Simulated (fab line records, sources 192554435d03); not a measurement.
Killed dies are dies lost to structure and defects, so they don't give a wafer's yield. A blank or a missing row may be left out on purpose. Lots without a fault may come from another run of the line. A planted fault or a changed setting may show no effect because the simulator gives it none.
A struck lot beside a sound one | flow n5_finfet | 41 steps out of a route of 1938
Sound: wafers L728.3, L728.4, L728.5. Struck: wafers L747.3, L747.5, L747.6. The cause comes at the end.
At each step with rows: each side's tool, then ch and its chambers, then its first start. Under that, the readings that differ: sound wafers | struck wafers | difference of the means | sigmas: that difference in standard deviations of wafers without a fault.
alike: readings whose means differ by less than 2 such deviations, and words and numbers that are the same on both sides. not compared: withheld readings, readings that some wafer has no value for, bounds like >300 that may hide the same value, and numbers for which the record gives no deviation and whose values overlap.
The two part at a step that has a row with sigmas, a row that says differs or no value, or rows on one side only. Numbers that don't overlap but have no deviation are shown without sigmas and don't part them. A reading that every wafer of one side lacks parts them only if that side has two wafers or more.

first, 9 steps without rows for these wafers: N5_BEOL_M4_ANNEAL_95 (time 240 s); N5_BEOL_M4_SPUTTER_96 (material Cu, target thk 4.5 nm, time 8.29 s); N5_BEOL_M4_ECD_50 (material Cu, target thk 300 nm); N5_BEOL_M4_ANNEAL_51 (time 90 s); N5_BEOL_M4_CMP_52 (polishes, stops on SiOC, t overpolish 6.8 s, target thk 40 nm); N5_BEOL_M4_PRE_CLEAN_60 (time 15 s); N5_BEOL_M4_CO_CAP_55 (material Co, precursor CCTBA/H2, target thk 2 nm, time 102.1 s); N5_BEOL_M4_PRE_CLEAN_56 (time 15 s); N5_BEOL_M4_DEP_57 (deposits SiCN from 3MS/NH3, target thk 8 nm, time 14 s).
N5_BEOL_M4_RC_MEAS_101:
  sound on prober-01 ch 0, day 8 08:44; struck on prober-02 ch 0, day 14 21:26
  reading   | sound          | struck         | difference | sigmas
  VT_P (mV) | -254 -256 -252 | -249 -246 -247 | +7         | +2
  alike: DIBL_N, DIBL_P, IOFF_N, IOFF_P, ION_N, ION_P, SS_N, SS_P, VT_N
then, 24 steps without rows for these wafers: N5_BEOL_M5_ILD_DEP_00 (deposits SiCOH lowk from DEMS/porogen, target thk 140.64 nm, time 25.9 s); N5_BEOL_M5_CURE_79 (cures SiCOH lowk, time 240 s); N5_BEOL_M5_PECVD_70 (deposits SiO2 from TEOS/O2, target thk 16 nm, time 18 s); N5_BEOL_M5_HM_DEP_02 (deposits TiN, target thk 20 nm); N5_BEOL_M5_COAT_59 (time 60 s, resist thk 60 nm); N5_BEOL_M5_COAT_60 (time 60 s, resist thk 12 nm); N5_BEOL_M5_COAT_71 (time 60 s, resist thk 5 nm); N5_BEOL_M5_COAT_05 (resist thk 30 nm); N5_BEOL_M5_EBR_07; N5_BEOL_M5_SOFTBAKE_06 (time 60 s); N5_BEOL_M5_EXPOSE_08 (exposes mask M5, target cd 28 nm); N5_BEOL_M5_PEB_09 (peb time 60 s); N5_BEOL_M5_DEVELOP_10 (develop time 30 s); N5_BEOL_M5_DESCUM_16 (chemistry O2, time 7 s); N5_BEOL_M5_ETCH_72 (etches underlayer in N2/H2, target depth 6.5 nm, time 5.2 s); N5_BEOL_M5_ETCH_61 (etches SiARC in CF4, target depth 15.6 nm, time 26 s); N5_BEOL_M5_ETCH_62 (etches SOC in N2/H2, target depth 75 nm, overetch 15 nm, time 112.5 s); N5_BEOL_M5_STRIP_63 (strips in N2/H2); N5_BEOL_M5_STRIP_73 (strips in N2/H2); N5_BEOL_M5_STRIP_64 (strips in CF4); N5_BEOL_M5_HM_OPEN_17 (chemistry Cl2/BCl3, target TiN, target depth 20 nm, overetch 6 nm); N5_BEOL_M5_STRIP_19 (strips in O2); N5_BEOL_M5_COAT_65 (time 60 s, resist thk 60 nm); N5_BEOL_M5_COAT_66 (time 60 s, resist thk 12 nm).
N5_BEOL_M6_TRENCH_ETCH_37: etches SiCOH lowk in C4F6/O2, target depth 94.435 nm, time 31.5 s.
  sound on rie_diel-04 ch 0,1,3, day 9 02:11; struck on rie_diel-04 ch 0,1, day 15 16:56
  reading                                    | sound             | struck            | difference | sigmas
  oes_ar_750_au (a.u.)                       | 0.74 0.72 0.71    | 0.95 0.94 0.94    | +0.22      | +2
  oes_o_777_au (a.u.)                        | 0.75 0.72 0.71    | 0.94 0.93 0.94    | +0.21      | +2
  oes_product_au (a.u.)                      | 0.74 0.72 0.70    | 0.94 0.94 0.94    | +0.22      | +2
  run_length_s (s)                           | 55.0 54.5 54.2    | 47.7 48.0 47.8    | -6.7       | -13
  time_s (s)                                 | 31.5 31.5 31.5    | 22.05 22.05 22.05 | -9.45      |
  model.BEOL_M6.feature_depth_nm (nm)        | 94.4 94 92.4      | 65.2 67.6 65.4    | -27.5      |
  model.etch.depth_nm (nm)                   | 94.33 94.05 92.41 | 65.14 67.58 65.41 | -27.55     |
  model.TiN_of_BEOL_M6_HM_DEP_02.thk_nm (nm) | 17.6 17.2 17.6    | 17.8 18 17.8      | +0.4       |
  alike: chamber_pressure_mTorr, drypump_motor_current_A, rf_vpp_V, showerhead_plenum_p_Torr, throttle_valve_pct
  not compared: rf_hours_counter_h
N5_BEOL_M6_OCD_MEAS_38:
  sound on ocd-01, day 9 02:21; struck on ocd-02, day 15 17:05
  reading              | sound          | struck         | difference | sigmas
  trench_depth_nm (nm) | 94.9 94.1 92.5 | 65.3 67.4 65.6 | -27.7      | -13
N5_BEOL_M6_CMP_52: polishes, stops on SiCOH lowk, t overpolish 6.9 s, target thk 80 nm.
  sound on cmp-02 ch 0,2,3, day 9 04:56; struck on cmp-01 ch 0,1,2, day 15 19:19
  reading                                | sound          | struck       | difference | sigmas
  model.Cu_of_BEOL_M6_ECD_50.thk_nm (nm) | 78.4 77.4 77.4 | 50.6 50 51.6 | -27.0      |
  alike: head_pressure_psi, motor_current_A, slurry_flow_ml_min
  not compared: pad_life_wafers
N5_BEOL_M6_THK_MEAS_53: measures by xrf.
  sound on film_metro-02, day 9 05:09; struck on film_metro-02, day 15 19:32
  reading     | sound          | struck         | difference | sigmas
  M6_THK (nm) | 80.2 78.8 79.1 | 51.9 51.4 53.2 | -27.2      | -9
N5_BEOL_M6_RS_MEAS_57: measures by four-point-probe.
  sound on film_metro-02, day 9 05:17; struck on film_metro-01, day 15 19:40
  reading        | sound             | struck            | difference | sigmas
  M6_RS (ohm/sq) | 0.293 0.299 0.298 | 0.499 0.506 0.487 | +0.201     | +18
-- the record jumps here: 3 days lie between the struck wafers' starts before and after (it left off in module BEOL_M6 and takes up again in module BEOL_M15, whose first step shown is number 1830 of the route) --
N5_BEOL_M15_RC_MEAS_101:
  sound on prober-01 ch 0, day 11 18:11; struck on prober-01 ch 0, day 18 11:58
  reading                   | sound          | struck         | difference | sigmas
  SERP_M10 (ohm/um)         | 3.22 3.24 3.09 | 2.92 2.96 2.91 | -0.25      | -2
  SERP_M5 (ohm/um)          | 35.0 37.9 36.3 | 39.6 43.8 38.8 | +4.3       | +2
  SERP_M6 (ohm/um)          | 14.0 14.5 14.3 | 23.0 23.0 22.6 | +8.6       | +12
  SERP_M6_max_site (ohm/um) | 14.4 15.1 15.0 | 24.0 24.7 23.5 | +9.2       | +12
  alike: COMB_M10, COMB_M11, COMB_M12, COMB_M13, COMB_M14, COMB_M15, COMB_M5, COMB_M7, COMB_M8, COMB_M9, SERP_M11, SERP_M12, SERP_M13, SERP_M13_max_site, SERP_M14, SERP_M7, SERP_M8, SERP_M9
N5_PASSIVATION_PROBE_49:
  sound on prober-01, day 12 09:46; struck on prober-02, day 19 03:56
  reading                  | sound          | struck         | difference | sigmas
  defect_limited_yield (%) | 93.3 91.5 90.9 | 89.7 87.0 89.5 | -3.2       | -2
  killed_dies              | 79 100 107     | 121 153 124    | +37        | +2
  killed_open              | 55 62 61       | 84 107 79      | +31        | +3
  sort_bin_8_speed (%)     | 0 0 0          | 0.42 0.42 0.85 | +0.56      | +57
  sort_n_pass              | 1101 1080 1073 | 1059 1027 1056 | -37        | -2
  alike: killed_at_M0_to_M3, killed_at_M4_up, killed_at_contacts, killed_at_front_end, killed_at_other, killed_short, sort_bin_5_function, sort_bin_6_memory

WHERE THEY PART
First at N5_BEOL_M4_RC_MEAS_101; last, within this record, at N5_PASSIVATION_PROBE_49.

WHY: what the simulator had put in
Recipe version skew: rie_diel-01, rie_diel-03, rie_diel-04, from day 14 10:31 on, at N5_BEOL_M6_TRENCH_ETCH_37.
